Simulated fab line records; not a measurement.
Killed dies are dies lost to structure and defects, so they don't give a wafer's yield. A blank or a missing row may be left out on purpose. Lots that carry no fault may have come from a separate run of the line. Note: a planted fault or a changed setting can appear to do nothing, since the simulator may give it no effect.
Matching of chambers | flow n5Finfet | N5_BEOL_M9_ETCH_61 on rieDiel-02: 4 sister chambers
The step etches SiARC in CF4, target depth 39 nm, time 65 s. 8 wafers are shown with their chamber, then 12 later ones without.

## WAFERS, EACH WITH ITS CHAMBER
wafer  | chamber | throttleValvePct (%) | drypumpMotorCurrentA (A)
L078.1 | 3       | 15.87                | 5.5
L087.4 | 0       | 16.06                | 5.2
L087.6 | 2       | 15.31                | 5.0
L090.1 | 2       | 15.31                | 5.0
L090.5 | 1       | 15.67                | 5.7
L091.2 | 3       | 15.90                | 5.5
L091.3 | 1       | 15.67                | 5.6
L091.4 | 0       | 16.06                | 5.2

## WAFERS WHOSE CHAMBER IS MISSING
wafer  | throttleValvePct (%) | drypumpMotorCurrentA (A)
L094.2 | 15.68                | 5.7
L094.5 | 15.66                | 5.6
L094.6 | 16.07                | 5.2
L092.1 | 15.33                | 5.0
L092.2 | 16.08                | 5.2
L092.5 | 15.34                | 5.0
L093.2 | 15.32                | 5.0
L093.4 | 15.67                | 5.7
L093.6 | 16.08                | 5.2
L096.1 | 15.69                | 5.6
L096.2 | 15.91                | 5.5
L096.3 | 15.35                | 5.0

## THE CHAMBER EACH PASSED THROUGH
wafer  | from the rows above | in truth
L094.2 | 1                   | 1
L094.5 | 1                   | 1
L094.6 | 0                   | 0
L092.1 | 2                   | 2
L092.2 | 0                   | 0
L092.5 | 2                   | 2
L093.2 | 2                   | 2
L093.4 | 1                   | 1
L093.6 | 0                   | 0
L096.1 | 1                   | 1
L096.2 | 3                   | 3
L096.3 | 2                   | 2
Correct placement for 12 of the 12. From these rows, 0 cannot be placed. Placed wrongly: 0.
How it was worked out, from the rows above alone: a wafer's distance from a chamber is the root of the sum, over the readings, of the square of ((its reading less the chamber's mean) divided by the reading's scatter). If the next closest chamber is less than 2 further off than the closest, the wafer can't be placed; otherwise it belongs to the closest. For every chamber, the mean is computed from those of its wafers that are shown. The scatter: the root of (the sum of the squares of (reading less its chamber's mean) over the shown wafers, divided by (wafers less chambers)).
